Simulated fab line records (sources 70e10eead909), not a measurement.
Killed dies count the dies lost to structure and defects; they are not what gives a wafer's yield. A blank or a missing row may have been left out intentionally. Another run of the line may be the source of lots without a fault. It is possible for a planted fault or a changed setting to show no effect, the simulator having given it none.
Commonality check across tools + flow nand-harc + 13 lots and 39 wafers in the sample

== WHY THIS WAS OPENED ==
On 1 of the 13 lots, a flag is raised at NHARC_P_GATE_CD_MEAS_26 on the reading cd-nm. Fault-free wafers read 119.8 nm, with a standard deviation of 0.53.
Rule: a lot is flagged in two cases, either no wafer of it has a number, or all its wafers with numbers fall more than 4 standard deviations from that mean. As for the other lots, they are considered sound.

| lot  | measured     | on        | cd-nm (nm), wafer by wafer | flag    |
|------|--------------|-----------|----------------------------|---------|
| L269 | day 4 18:07  | cd-sem-03 | 120.4 120.1 120.5          |         |
| L270 | day 4 22:33  | cd-sem-01 | 119.8 119.9 119.9          |         |
| L271 | day 5 04:07  | cd-sem-03 | 119.9 119.6 119.7          |         |
| L273 | day 5 14:21  | cd-sem-03 | 119.5 119.5 119.9          |         |
| L275 | day 6 04:40  | cd-sem-03 | 120.2 119.7 119.7          |         |
| L277 | day 6 15:10  | cd-sem-02 | 120.5 120.6 120.3          |         |
| L276 | day 6 15:20  | cd-sem-01 | 119.4 120.2 120.1          |         |
| L281 | day 7 19:38  | cd-sem-03 | 107.3 108.1 108.2          | FLAGGED |
| L282 | day 7 20:06  | cd-sem-03 | 119.6 119.3 119.6          |         |
| L288 | day 9 13:49  | cd-sem-03 | 119.3 120.0 120.3          |         |
| L289 | day 9 13:59  | cd-sem-03 | 119.0 119.0 119.1          |         |
| L292 | day 10 08:17 | cd-sem-01 | 120.0 119.7 119.2          |         |
| L291 | day 10 08:38 | cd-sem-02 | 120.5 119.3 120.2          |         |
The mean of the flagged lots' numbers is 107.9 nm, -11.9 nm from the usual (-23 standard deviations).

== TOOL THAT RAN EACH LOT ==
The record holds 3 process steps before the reading, out of a route of 1159 steps. In each cell: the tool, then ch and the chambers that the sampled wafers went through, then the start.
| lot  | flag    | NHARC_P_ZERO_WELL_RTA_42        | NHARC_P_GATE_DESCUM_13            | NHARC_P_GATE_EXPOSE_23             |
|------|---------|---------------------------------|-----------------------------------|------------------------------------|
| L269 |         | rtp-anneal-01 ch 0, day 1 19:10 | rie-diel-01 ch 0,3, day 4 01:34   | arfi-scanner-03 ch 0, day 4 17:59  |
| L270 |         | rtp-anneal-02 ch 0, day 2 01:02 | rie-diel-02 ch 0,1,3, day 4 06:59 | arfi-scanner-03 ch 0, day 4 22:25  |
| L271 |         | rtp-anneal-01 ch 0, day 2 06:56 | rie-diel-01 ch 0,1,2, day 4 14:36 | arfi-scanner-02 ch 0, day 5 03:58  |
| L273 |         | rtp-anneal-02 ch 0, day 2 18:59 | rie-diel-01 ch 1,2,3, day 4 23:56 | arfi-scanner-02 ch 0, day 5 14:13  |
| L275 |         | rtp-anneal-01 ch 0, day 3 07:06 | rie-diel-12 ch 0,1,2, day 5 12:23 | arfi-scanner-02 ch 0, day 6 04:32  |
| L277 |         | rtp-anneal-01 ch 0, day 3 19:08 | rie-diel-02 ch 1,2,3, day 6 01:31 | arfi-scanner-03 ch 0, day 6 15:02  |
| L276 |         | rtp-anneal-02 ch 0, day 3 14:13 | rie-diel-12 ch 0,1, day 6 01:21   | arfi-scanner-02 ch 0, day 6 15:11  |
| L281 | FLAGGED | rtp-anneal-01 ch 0, day 4 19:07 | rie-diel-01 ch 1,2,3, day 7 05:42 | arfi-scanner-02 ch 0, day 7 19:29  |
| L282 |         | rtp-anneal-02 ch 0, day 5 00:59 | rie-diel-12 ch 0,1, day 7 05:53   | arfi-scanner-03 ch 0, day 7 19:58  |
| L288 |         | rtp-anneal-02 ch 0, day 6 13:03 | rie-diel-01 ch 0,1, day 9 00:10   | arfi-scanner-01 ch 0, day 9 13:41  |
| L289 |         | rtp-anneal-01 ch 0, day 6 18:48 | rie-diel-02 ch 1,2,3, day 9 00:20 | arfi-scanner-03 ch 0, day 9 13:51  |
| L292 |         | rtp-anneal-02 ch 0, day 7 13:09 | rie-diel-02 ch 0,2,3, day 9 18:06 | arfi-scanner-01 ch 0, day 10 08:09 |
| L291 |         | rtp-anneal-02 ch 0, day 7 06:52 | rie-diel-01 ch 0,1,2, day 9 17:54 | arfi-scanner-02 ch 0, day 10 08:29 |
What is done by these steps:
- NHARC_P_ZERO_WELL_RTA_42: time 300 s.
- NHARC_P_GATE_DESCUM_13: chemistry O2, time 3 s.
- NHARC_P_GATE_EXPOSE_23: exposes mask P GATE, target cd 120 nm.
- NHARC_P_GATE_CD_MEAS_26: target cd 120 nm.

== FLAGGED AGAINST TOTAL, ONE TOOL AT A TIME (gauges that did the reading follow at the end) ==
| step                     | tool            | lots run | flagged | share of the flagged lots | sound lots run after its first flagged lot |
|--------------------------|-----------------|----------|---------|---------------------------|--------------------------------------------|
| NHARC_P_ZERO_WELL_RTA_42 | rtp-anneal-01   | 6        | 1       | all                       | 1 (L289)                                   |
| NHARC_P_ZERO_WELL_RTA_42 | rtp-anneal-02   | 7        | 0       | none                      | -                                          |
| NHARC_P_GATE_DESCUM_13   | rie-diel-01     | 6        | 1       | all                       | 2 (L288,L291)                              |
| NHARC_P_GATE_DESCUM_13   | rie-diel-02     | 4        | 0       | none                      | -                                          |
| NHARC_P_GATE_DESCUM_13   | rie-diel-12     | 3        | 0       | none                      | -                                          |
| NHARC_P_GATE_EXPOSE_23   | arfi-scanner-01 | 2        | 0       | none                      | -                                          |
| NHARC_P_GATE_EXPOSE_23   | arfi-scanner-02 | 6        | 1       | all                       | 1 (L291)                                   |
| NHARC_P_GATE_EXPOSE_23   | arfi-scanner-03 | 5        | 0       | none                      | -                                          |
| NHARC_P_GATE_CD_MEAS_26  | cd-sem-01       | 3        | 0       | none                      | -                                          |
| NHARC_P_GATE_CD_MEAS_26  | cd-sem-02       | 2        | 0       | none                      | -                                          |
| NHARC_P_GATE_CD_MEAS_26  | cd-sem-03       | 8        | 1       | all                       | 3 (L282,L288,L289)                         |

== WHAT THE TABLE ALLOWS ==
4 rows of the table ran every flagged lot: rtp-anneal-01 at NHARC_P_ZERO_WELL_RTA_42, rie-diel-01 at NHARC_P_GATE_DESCUM_13, arfi-scanner-02 at NHARC_P_GATE_EXPOSE_23, cd-sem-03 at NHARC_P_GATE_CD_MEAS_26.
- rtp-anneal-01 at NHARC_P_ZERO_WELL_RTA_42 ran 6 lots, 1 of them flagged. Lots that were sound ran on it after the first flagged one (L289); a persistent fault on the entire tool would not allow that.
- rie-diel-01 at NHARC_P_GATE_DESCUM_13 ran 6 lots, 1 of them flagged. Lots that were sound ran on it after the first flagged one (L288, L291); a persistent fault on the entire tool would not allow that.
- arfi-scanner-02 at NHARC_P_GATE_EXPOSE_23 ran 6 lots, 1 of them flagged. Lots that were sound ran on it after the first flagged one (L291); a persistent fault on the entire tool would not allow that.
- cd-sem-03 at NHARC_P_GATE_CD_MEAS_26 ran 8 lots, 1 of them flagged. Lots that were sound ran on it after the first flagged one (L282, L288, L289); a persistent fault on the entire tool would not allow that.
No row of the table ran every flagged lot and no sound lot after the first.

== WHAT THE SIMULATOR HAD PUT IN ==
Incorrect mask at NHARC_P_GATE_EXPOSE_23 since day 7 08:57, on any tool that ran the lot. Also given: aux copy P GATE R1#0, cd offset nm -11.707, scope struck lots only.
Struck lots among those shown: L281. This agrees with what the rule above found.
